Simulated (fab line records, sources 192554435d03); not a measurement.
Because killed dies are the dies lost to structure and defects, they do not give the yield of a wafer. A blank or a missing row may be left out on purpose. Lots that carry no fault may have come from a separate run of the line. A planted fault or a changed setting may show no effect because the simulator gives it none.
The tool behind it: which one?	flow n5-finfet	13 lots with 39 wafers sampled at 3 steps, on a route of 1938 steps

== WHAT THE GAUGES READ, wafer by wafer ==
N5_PASSIVATION_OVL_MEAS_60. Usual: TV_OVL gives 3 nm (standard deviation 5.5).
lot	measured	on	TV_OVL (nm)	flag
L154	day 13 03:04	overlay-01	5 3 9	
L155	day 13 21:01	overlay-02	2 11 9	
L157	day 13 16:04	overlay-01	0 5 4	
L158	day 13 09:01	overlay-01	4 1 -1	
L159	day 15 03:32	overlay-01	3 10 2	
L160	day 14 19:38	overlay-01	-1 -4 -3	
L161	day 14 19:47	overlay-01	5 -9 -2	
L162	day 14 21:07	overlay-02	-6 -3 -1	
L163	day 15 08:51	overlay-01	10 10 12	
L166	day 16 22:18	overlay-01	8 10 4	
L170	day 17 01:21	overlay-01	-3 -4 -4	
L173	day 18 16:55	overlay-02	5 6 15	
L176	day 19 11:09	overlay-02	8 8 -1	

== EACH LOT AND THE TOOL THAT RAN IT (in order: tool; ch and the chambers of the sampled wafers; start) ==
lot	N5_HKMG_FIN_ALD_91	N5_MIM_BOT_ETCH_ETCH_03
L154	ald-metal-04 ch 0,2, day 4 16:10	rie-metal-02 ch 0,1, day 13 01:43
L155	ald-metal-02 ch 0,3, day 4 19:27	rie-metal-01 ch 0,1, day 13 17:44
L157	ald-metal-02 ch 1,3, day 5 05:44	rie-metal-01 ch 0,1, day 13 08:40
L158	ald-metal-03 ch 0,1,3, day 5 09:53	rie-metal-01 ch 0,1, day 13 07:51
L159	ald-metal-03 ch 0,2,3, day 5 16:22	rie-metal-02 ch 0,1, day 15 02:11
L160	ald-metal-02 ch 1,2,3, day 6 06:39	rie-metal-02 ch 0,1, day 14 18:07
L161	ald-metal-03 ch 1,2,3, day 6 07:14	rie-metal-03 ch 0,1, day 14 17:49
L162	ald-metal-03 ch 0,1,3, day 6 12:19	rie-metal-03 ch 1, day 14 19:11
L163	ald-metal-02 ch 0,1,2, day 6 17:35	rie-metal-02 ch 0,1, day 15 05:10
L166	ald-metal-02 ch 0,1,2, day 7 10:07	rie-metal-03 ch 0,1, day 16 20:59
L170	ald-metal-02 ch 0,1,2, day 8 09:08	rie-metal-03 ch 1, day 16 22:28
L173	ald-metal-02 ch 0,1,2, day 9 08:14	rie-metal-01 ch 0,1, day 18 15:44
L176	ald-metal-04 ch 0,3, day 9 21:37	rie-metal-01 ch 0,1, day 19 09:57
- N5_HKMG_FIN_ALD_91: deposits TiN, target thk 1 nm, pulse time 1 s, purge time 3 s.
- N5_MIM_BOT_ETCH_ETCH_03: etches the open film in Cl2/BCl3, target depth 12 nm.

== WHAT THE TOOLS THEMSELVES READ (means of the sampled wafers that have a number; where no wafer has one, the mark that the record gives instead) ==
N5_HKMG_FIN_ALD_91. Usual: heater-power-w 875 W, standard deviation 83; precursor-pulse-height-rel 1.001, standard deviation 0.019.
lot	tool	heater-power-w (W)	precursor-pulse-height-rel	flag
L154	ald-metal-04	815	0.999	
L155	ald-metal-02	965	1.007	
L157	ald-metal-02	897	0.993	
L158	ald-metal-03	876	0.987	
L159	ald-metal-03	855	1.010	
L160	ald-metal-02	922	0.995	
L161	ald-metal-03	913	0.995	
L162	ald-metal-03	869	0.999	
L163	ald-metal-02	947	0.991	
L166	ald-metal-02	952	0.994	
L170	ald-metal-02	950	1.018	
L173	ald-metal-02	947	1.009	
L176	ald-metal-04	753	1.018	

N5_MIM_BOT_ETCH_ETCH_03. Usual: drypump-motor-current-A 5.8 A, standard deviation 0.6; oes-product-au 0.82 a.u., standard deviation 0.092; throttle-valve-pct 27.6 %, standard deviation 0.47.
lot	tool	drypump-motor-current-A (A)	oes-product-au (a.u.)	throttle-valve-pct (%)	flag
L154	rie-metal-02	5.8	0.82	27.3	
L155	rie-metal-01	5.7	0.72	28.1	
L157	rie-metal-01	5.5	0.77	27.9	
L158	rie-metal-01	5.6	0.77	28.0	
L159	rie-metal-02	6.2	0.73	27.6	
L160	rie-metal-02	5.8	0.81	27.3	
L161	rie-metal-03	6.3	0.86	27.2	
L162	rie-metal-03	5.3	0.91	28.0	
L163	rie-metal-02	6.2	0.74	27.6	
L166	rie-metal-03	5.8	0.86	27.6	
L170	rie-metal-03	5.3	0.89	28.0	
L173	rie-metal-01	5.7	0.91	27.8	
L176	rie-metal-01	5.6	0.83	27.8	

== THE ANSWER, worked out from the rows above alone ==
Rule: a lot is off if the mean of its wafers that have a number lies more than 3 standard deviations from the usual mean. Also off: a lot with no number at a reading for which 4 or more lots have one. Any other lot the step has rows for is counted as sound. The gauges are gone through in route order, then the tools' own readings, and for those a lot's mean is taken as printed above. The first step at which some lot is off is used, and at that step the reading that is off furthest; a lot without a number counts as furthest.
None of the lots is off at any reading shown; this tells nothing.

== WHAT HAD BEEN PUT IN BY THE SIMULATOR ==
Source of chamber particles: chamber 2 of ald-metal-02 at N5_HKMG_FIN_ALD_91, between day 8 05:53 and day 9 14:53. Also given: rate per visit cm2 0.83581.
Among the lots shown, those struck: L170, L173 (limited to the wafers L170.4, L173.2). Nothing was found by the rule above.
